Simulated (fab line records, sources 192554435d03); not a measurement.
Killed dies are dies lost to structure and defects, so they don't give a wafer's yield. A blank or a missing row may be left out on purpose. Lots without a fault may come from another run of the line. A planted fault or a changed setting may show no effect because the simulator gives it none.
Chamber matching | flow n5_finfet | N5_SD_EPI_N_ETCHBACK_44 on rie_diel-04: 4 sister chambers
The step etches SiNx in CH3F/O2, stops on SiO2, target depth 14.5 nm. 4 wafers are shown with their chamber, then 9 later ones without.

WAFERS WITH THEIR CHAMBER
wafer  | chamber | throttle_valve_pct (%)
L076.5 | 0       | 16.21
L077.6 | 2       | 16.40
L084.5 | 3       | 16.37
L084.6 | 1       | 16.75

WAFERS WITHOUT THEIR CHAMBER
wafer  | throttle_valve_pct (%)
L086.2 | 16.44
L086.3 | 16.40
L086.5 | 16.77
L087.1 | 16.42
L087.2 | 15.76
L087.5 | 16.45
L089.2 | 15.78
L089.3 | 16.45
L089.5 | 16.79

WHICH CHAMBER EACH WENT THROUGH
wafer  | from the rows above               | in truth
L086.2 | can't be placed: 2 or 3 or 0 or 1 | 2
L086.3 | can't be placed: 2 or 3 or 0 or 1 | 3
L086.5 | can't be placed: 1 or 2 or 3      | 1
L087.1 | can't be placed: 2 or 3 or 0 or 1 | 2
L087.2 | can't be placed: 0 or 3 or 2      | 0
L087.5 | can't be placed: 2 or 3 or 0 or 1 | 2
L089.2 | can't be placed: 0 or 3 or 2      | 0
L089.3 | can't be placed: 2 or 3 or 0 or 1 | 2
L089.5 | can't be placed: 1 or 2 or 3      | 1
Placed correctly: 0 of 9. Can't be placed from these rows: 9 (the true chamber is among the candidates in 9). Placed wrongly: 0.
How it was worked out, from the rows above alone: a wafer's distance from a chamber is the root of the sum, over the readings, of the square of ((its reading less the chamber's mean) divided by the reading's scatter). The wafer belongs to the nearest chamber; if the next one is less than 2 further off, it can't be placed. A chamber's mean is the mean of its shown wafers. The scatter: with one shown wafer a chamber, the root of the mean of the squares of how far each hidden wafer lies from its nearest shown one.
